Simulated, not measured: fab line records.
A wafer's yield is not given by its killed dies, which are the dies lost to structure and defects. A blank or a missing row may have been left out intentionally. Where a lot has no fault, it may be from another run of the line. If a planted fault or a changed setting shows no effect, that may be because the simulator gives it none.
2 desks looking at one fault / flow n5Finfet / only its own numbers are on each desk; what lay behind them is given at the end

== AT THE METROLOGY DESK ==
Means of the sampled wafers that have a number, per lot and without regard to the tool the lot ran on: this is what the gauges read. If a lot's mean is further than 4 standard deviations from the usual mean, the lot is out of limits and carries the mark OUT (the distance appears in the brackets). Shown are 7 of the 11 readings it has, namely the first that went out of limits plus those furthest out on some lot.
Columns: A = trenchDepthNm at N5_STI_FIN_REVEAL_FIN_H_MEAS_10, usual 52.1 nm; B = DIBL_N at N5_BEOL_M4_RC_MEAS_101, usual 36.0 mV/V; C = IOFF_N at N5_BEOL_M4_RC_MEAS_101, usual 0.156 nA/um; D = IOFF_P at N5_BEOL_M4_RC_MEAS_101, usual 0.21 nA/um; E = ION_P at N5_BEOL_M4_RC_MEAS_101, usual 463 uA/um; F = SS_P at N5_BEOL_M4_RC_MEAS_101, usual 73.3 mV/dec; G = VT_P at N5_BEOL_M4_RC_MEAS_101, usual -250 mV
lot=L114; first seen here=day 4 00:56; A=51.7; B=38.1; C=0.173; D=0.23; E=461; F=74.4; G=-251
lot=L115; first seen here=day 4 11:20; A=52.3; B=37.4; C=0.173; D=0.21; E=461; F=73.3; G=-250
lot=L117; first seen here=day 4 19:53; A=52.1; B=36.7; C=0.165; D=0.19; E=465; F=73.7; G=-253
lot=L119; first seen here=day 5 07:13; A=52.2; B=35.9; C=0.158; D=0.22; E=468; F=73.4; G=-250
lot=L121; first seen here=day 5 20:18; A=48.4 (-5.7) OUT; B=35.4; C=0.153; D=0.27; E=482; F=73.9; G=-242
lot=L123; first seen here=day 6 08:58; A=47.5 (-7.1) OUT; B=36.0; C=0.170; D=0.19; E=460; F=73.9; G=-253
lot=L127; first seen here=day 7 06:50; A=52.0; B=34.9; C=0.129; D=0.19; E=460; F=72.7; G=-251
lot=L128; first seen here=day 7 14:23; A=52.5; B=38.0; C=0.196; D=0.23; E=463; F=74.0; G=-251
lot=L131; first seen here=day 8 07:31; A=51.8; B=36.4; C=0.172; D=0.22; E=465; F=73.2; G=-251
This desk finds L121, L123 out of limits, L121 being first, at day 5 20:18 (trenchDepthNm at N5_STI_FIN_REVEAL_FIN_H_MEAS_10). In limits: L114, L115, L117, L119, L127, L128, L131.

== DESK OF THE TOOL OWNER: vaporEtch-02 ==
The tool's own readings at N5_STI_FIN_REVEAL_RECESS_09 (chemistry HF/NH3, target SiO2, afs cycles 11, target depth 42.5 nm, sublimation time 60 s): means of the sampled wafers that have a number, for each lot that ran on this tool. If a lot's mean is further than 4 standard deviations from the usual mean, the lot is out of limits and carries the mark OUT (the distance appears in the brackets).
Columns: A = drypumpMotorCurrentA at N5_STI_FIN_REVEAL_RECESS_09, usual 5.8 A
lot=L115; first seen here=day 4 08:05; A=6.3
lot=L117; first seen here=day 4 16:39; A=6.2
lot=L119; first seen here=day 5 04:31; A=6.2
lot=L121; first seen here=day 5 18:05; A=6.2
lot=L123; first seen here=day 6 05:39; A=6.2
This desk found nothing out of limits on any of the 5 lots.

== PUT TOGETHER ==
An alarm was possible from the metrology desk at day 5 20:18, on L121, L123.
Nothing out of limits was seen by the tool owner's desk.
The tool owner's desk has L121, L123 on record, within its limits.
Every lot named ran N5_STI_FIN_REVEAL_RECESS_09 on vaporEtch-02.

== WHAT THE SIMULATOR HAD INSERTED ==
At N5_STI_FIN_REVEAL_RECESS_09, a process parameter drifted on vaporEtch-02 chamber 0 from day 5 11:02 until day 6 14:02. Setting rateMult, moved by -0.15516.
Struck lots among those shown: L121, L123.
Per desk, hours elapsed from the start of the fault to the first reading out of limits: for the metrology desk, 9.
